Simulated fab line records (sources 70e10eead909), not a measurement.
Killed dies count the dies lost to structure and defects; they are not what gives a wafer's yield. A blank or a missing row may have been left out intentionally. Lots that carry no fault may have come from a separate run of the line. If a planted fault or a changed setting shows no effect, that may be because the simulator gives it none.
A lot that was struck, set against a sound lot | flow nand_harc | 15 out of 1159 route steps
Sound: the wafers L607.1, L607.3, L607.4. Wafers L606.1, L606.4, L606.5 were the ones struck. The cause is given at the end.
Order at every step that has rows: each side's tool, ch and its chambers, its first start. Under that, the readings that differ: sound wafers | struck wafers | difference of the means | sigmas: that difference in standard deviations of wafers without a fault.
alike: readings whose means differ by less than 2 such deviations, and words and numbers that are the same on both sides. not compared: withheld readings, readings that some wafer has no value for, bounds like >300 that may hide the same value, and numbers for which the record gives no deviation and whose values overlap.
Wherever a step has rows on one side only, a row that says differs or no value, or a row with sigmas, the two part there. When numbers do not overlap yet have no deviation, they are printed without sigmas and do not part them. Lack of a reading on every wafer of one side parts them only where that side has two or more wafers.

first, 3 steps without rows for these wafers: NHARC_A_SLIT_EXPOSE_06 (exposes mask SLIT); NHARC_A_SLIT_PEB_07 (peb time 65 s); NHARC_A_SLIT_DEVELOP_08 (develop time 35 s).
NHARC_A_SLIT_CD_MEAS_09 targets a cd of 300 nm.
  sound on cd_sem-02 ch 0, day 19 12:01; struck on cd_sem-03 ch 0, day 19 12:40
  alike: cd_nm
NHARC_A_SLIT_OVL_MEAS_10:
  sound: overlay-02 at day 19 12:06; struck: overlay-02 at day 19 12:46
  alike: overlay_x_nm, overlay_y_nm
NHARC_A_SLIT_INSPECT_11:
  sound: defect_inspect-02 at day 19 12:08; struck: defect_inspect-02 at day 19 12:48
  reading          | sound    | struck   | difference | sigmas
  raw_defect_count | 17 15 10 | 29 36 35 | +19        | +2
NHARC_A_SLIT_DESCUM_14: chemistry O2, time 3 s.
  sound on rie_diel-11 ch 0,1,2, day 19 12:12; struck on rie_diel-10 ch 0,1,3, day 19 12:52
  alike: drypump_motor_current_A, oes_product_au, rf_vpp_V, showerhead_plenum_p_Torr, throttle_valve_pct
  not compared: rf_hours_counter_h
NHARC_A_SLIT_ETCH_24: etches the open film in CF4/CHF3, target depth 121 nm, time 60.5 s.
  sound on rie_diel-11 ch 0,1,3, day 19 12:17; struck on rie_diel-10 ch 0,3, day 19 12:57
  alike: bias_w, cf4_flow_sccm, drypump_motor_current_A, oes_product_au, rf_vpp_V, showerhead_plenum_p_Torr, throttle_valve_pct
  not compared: rf_hours_counter_h
NHARC_A_SLIT_ETCH_15: etches the open film in O2/COS, target depth 3200 nm, time 832 s.
  sound on rie_diel-11 ch 0,1,3; struck on rie_diel-10 ch 0,2,3
  reading               | sound             | struck            | difference | sigmas
  oes_product_au (a.u.) | 1.003 0.985 0.971 | 1.027 1.010 1.024 | +0.034     | +2
  alike: bias_w, chamber_pressure_mTorr, drypump_motor_current_A, rf_vpp_V, showerhead_plenum_p_Torr, throttle_valve_pct
  not compared: rf_hours_counter_h
then, 1 step without rows for these wafers: NHARC_A_SLIT_ETCH_17 (etches the open film in C4F8/O2/Ar, time 1687.5 s, target depth 10100 nm).
NHARC_A_SLIT_ETCH_26: etches the open film in C4F8/O2/Ar, time 90 s, target depth 400 nm.
  sound on har_etch-02 ch 0,1, day 19 14:29; struck on har_etch-02 ch 0,1, day 19 16:06
  alike: bias_v, c4f8_flow_sccm, drypump_motor_current_A, showerhead_plenum_p_Torr, throttle_valve_pct
  not compared: rf_hours_counter_h
then, 1 step without rows for these wafers: NHARC_A_SLIT_STRIP_28 (strips in O2/COS).
NHARC_A_SLIT_ETCH_29: etches the open film in CF4/O2, target depth 100 nm, overetch 10 nm, time 55 s.
  sound on rie_diel-05 ch 0,2,3, day 19 15:04; struck on rie_diel-05 ch 2,3, day 19 16:43
  no value came back on the struck wafers for any of 8 readings (bias_w (W), cf4_flow_sccm (sccm) and others); on the sound wafers bias_w (W) reads 99.9 100.3 99.9
NHARC_A_SLIT_STRIP_18: strips in O2.
  sound on rie_diel-05 ch 1,2,3; struck on rie_diel-05 ch 0,2, day 19 16:50
  alike: drypump_motor_current_A, oes_product_au, rf_vpp_V, showerhead_plenum_p_Torr, throttle_valve_pct
  not compared: rf_hours_counter_h
after that, 1 step had no rows for these wafers: NHARC_END_SORT_01.

== WHERE THEY PART ==
At NHARC_A_SLIT_INSPECT_11 first; at NHARC_A_SLIT_ETCH_29 last (within this record only). Later steps at which nothing parts them and some readings are alike: NHARC_A_SLIT_STRIP_18.

WHY: what the simulator had put in
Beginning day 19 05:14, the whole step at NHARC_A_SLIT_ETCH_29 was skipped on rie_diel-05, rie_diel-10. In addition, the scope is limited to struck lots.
